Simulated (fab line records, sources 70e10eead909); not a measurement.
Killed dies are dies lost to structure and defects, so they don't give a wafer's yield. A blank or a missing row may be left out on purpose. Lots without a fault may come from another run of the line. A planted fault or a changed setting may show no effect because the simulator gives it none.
Which tool did it? | flow nand_harc | 24 lots, 72 wafers sampled, at 3 steps of a route of 1302

WHAT THE GAUGES READ, wafer by wafer
NHARC_A_CONTACT_INSPECT_23.
lot  | measured     | on                | raw_defect_count
L076 | day 22 19:12 | defect_inspect-02 | 473 706 408
L075 | day 23 01:17 | defect_inspect-01 | 648 497 665
L074 | day 23 02:49 | defect_inspect-02 | 573 351 328
L077 | day 23 19:40 | defect_inspect-02 | 477 390 466
L078 | day 23 20:31 | defect_inspect-02 | 558 654 497
L080 | day 24 07:23 | defect_inspect-02 | 580 625 535
L079 | day 24 08:38 | defect_inspect-02 | 410 539 485
L081 | day 25 03:18 | defect_inspect-02 | 465 351 438
L084 | day 26 03:08 | defect_inspect-02 | 489 587 427
L082 | day 26 03:28 | defect_inspect-01 | 417 309 541
L083 | day 26 06:58 | defect_inspect-01 | 332 356 313
L085 | day 27 04:36 | defect_inspect-01 | 439 495 451
L086 | day 27 08:07 | defect_inspect-02 | 519 671 634
L087 | day 27 09:53 | defect_inspect-02 | 442 765 633
L088 | day 28 03:02 | defect_inspect-02 | 489 667 418
L089 | day 28 04:10 | defect_inspect-01 | 426 420 437
L090 | day 29 16:40 | defect_inspect-01 | 657 736 622
L091 | day 30 03:46 | defect_inspect-02 | 322 386 473
L093 | day 30 06:59 | defect_inspect-02 | 354 497 413
L094 | day 30 07:52 | defect_inspect-02 | 326 357 416
L092 | day 30 13:56 | defect_inspect-01 | 498 575 503
L095 | day 31 06:41 | defect_inspect-01 | 489 439 664
L096 | day 31 12:04 | defect_inspect-02 | 398 536 451
L097 | day 31 13:22 | defect_inspect-01 | 356 336 361

NHARC_A_M0_INSPECT_27.
lot  | measured     | on                | raw_defect_count
L076 | day 23 02:23 | defect_inspect-02 | 326 344 351
L075 | day 23 08:25 | defect_inspect-02 | 512 559 733
L074 | day 23 10:02 | defect_inspect-01 | 418 433 435
L077 | day 24 02:54 | defect_inspect-02 | 723 500 406
L078 | day 24 03:32 | defect_inspect-02 | 363 347 289
L080 | day 24 14:29 | defect_inspect-01 | 395 460 564
L079 | day 24 16:09 | defect_inspect-01 | 402 446 542
L081 | day 25 10:21 | defect_inspect-02 | 399 448 442
L084 | day 26 10:07 | defect_inspect-01 | 506 467 477
L082 | day 26 10:41 | defect_inspect-02 | 490 428 517
L083 | day 26 14:32 | defect_inspect-01 | 353 611 658
L085 | day 27 12:22 | defect_inspect-02 | 632 553 614
L086 | day 27 15:13 | defect_inspect-01 | 533 389 443
L087 | day 27 17:35 | defect_inspect-01 | 662 1052 866
L088 | day 28 10:05 | defect_inspect-01 | 616 738 768
L089 | day 28 11:21 | defect_inspect-01 | 764 523 523
L090 | day 29 23:53 | defect_inspect-02 | 677 778 472
L091 | day 30 11:00 | defect_inspect-02 | 588 578 550
L093 | day 30 14:23 | defect_inspect-01 | 678 553 500
L094 | day 30 15:07 | defect_inspect-02 | 530 480 371
L092 | day 30 21:19 | defect_inspect-02 | 769 695 537
L095 | day 31 14:04 | defect_inspect-01 | 425 405 482
L096 | day 31 19:45 | defect_inspect-01 | 449 491 453
L097 | day 31 20:41 | defect_inspect-01 | 883 644 532

WHICH TOOL RAN EACH LOT (tool, then ch and the chambers of the sampled wafers, then the start)
lot  | NHARC_A_M0_PVD_21
L076 | pvd_sputter-01, day 23 02:23 or earlier
L075 | pvd_sputter-02, day 23 08:25 or earlier
L074 | pvd_sputter-03, day 23 10:02 or earlier
L077 | pvd_sputter-03, day 24 02:54 or earlier
L078 | pvd_sputter-02, day 24 03:32 or earlier
L080 | pvd_sputter-02, day 24 14:29 or earlier
L079 | pvd_sputter-01, day 24 16:09 or earlier
L081 | pvd_sputter-02, day 25 10:21 or earlier
L084 | pvd_sputter-02, day 26 10:07 or earlier
L082 | pvd_sputter-01, day 26 10:41 or earlier
L083 | pvd_sputter-01, day 26 14:32 or earlier
L085 | pvd_sputter-03, day 27 12:22 or earlier
L086 | pvd_sputter-01, day 27 15:13 or earlier
L087 | pvd_sputter-01, day 27 17:35 or earlier
L088 | pvd_sputter-01, day 28 10:05 or earlier
L089 | pvd_sputter-03, day 28 11:21 or earlier
L090 | pvd_sputter-03, day 29 23:53 or earlier
L091 | pvd_sputter-02, day 30 11:00 or earlier
L093 | pvd_sputter-02, day 30 14:23 or earlier
L094 | pvd_sputter-01, day 30 15:07 or earlier
L092 | pvd_sputter-02, day 30 21:19 or earlier
L095 | pvd_sputter-03, day 31 14:04 or earlier
L096 | pvd_sputter-01, day 31 19:45 or earlier
L097 | pvd_sputter-01, day 31 20:41 or earlier
- NHARC_A_M0_PVD_21: deposits Cu, target thk 30 nm, time 20.49 s.

WHAT THE TOOLS THEMSELVES READ (means of the sampled wafers that have a number; where no wafer has one, the mark that the record gives instead)
NHARC_A_M0_PVD_21.
lot  | tool           | chamber_pressure_pa (Pa) | throttle_valve_pct (%)
L076 | pvd_sputter-01 | 4.998                    | 30.1
L075 | pvd_sputter-02 | 4.997                    | 30.1
L074 | pvd_sputter-03 | 4.998                    | 29.2
L077 | pvd_sputter-03 | 4.998                    | 29.1
L078 | pvd_sputter-02 | 4.994                    | 29.9
L080 | pvd_sputter-02 | 5.007                    | 30.7
L079 | pvd_sputter-01 | 4.991                    | 29.4
L081 | pvd_sputter-02 | 5.001                    | 30.6
L084 | pvd_sputter-02 | 5.004                    | 30.6
L082 | pvd_sputter-01 | 5.000                    | 29.3
L083 | pvd_sputter-01 | 5.003                    | 30.0
L085 | pvd_sputter-03 | 5.004                    | 29.3
L086 | pvd_sputter-01 | 5.006                    | 28.0
L087 | pvd_sputter-01 | 5.004                    | 29.0
L088 | pvd_sputter-01 | 4.992                    | 30.0
L089 | pvd_sputter-03 | 4.998                    | 29.1
L090 | pvd_sputter-03 | 4.998                    | 29.0
L091 | pvd_sputter-02 | 4.988                    | 30.0
L093 | pvd_sputter-02 | 4.996                    | 30.3
L094 | pvd_sputter-01 | 5.005                    | 28.9
L092 | pvd_sputter-02 | 4.992                    | 30.1
L095 | pvd_sputter-03 | 5.007                    | 28.7
L096 | pvd_sputter-01 | 5.010                    | 29.8
L097 | pvd_sputter-01 | 5.005                    | 29.1

THE ANSWER, worked out from the rows above alone
Rule: what is usual is taken from the lots themselves. Put in order of their means at a reading, lots are off if they are a third of the lots or fewer, leave a main group of 4 or more, and stand apart from it by a gap of 3 or more times the standard deviation of the main group's means; of several such gaps the widest counts. A main group whose means are all the same, to the digits that the tables above print for the reading, isn't used. A lot without any number at a reading at which 4 lots or more have one is off too. The other lots that the step has rows for count as sound. The gauges are gone through in route order, then the tools' own readings, and for those a lot's mean is taken as printed above. The first step at which some lot is off is used, and at that step the reading that is off furthest; a lot without a number counts as furthest.
No lot is off at any reading shown: from this, nothing can be told.

WHAT THE SIMULATOR HAD PUT IN
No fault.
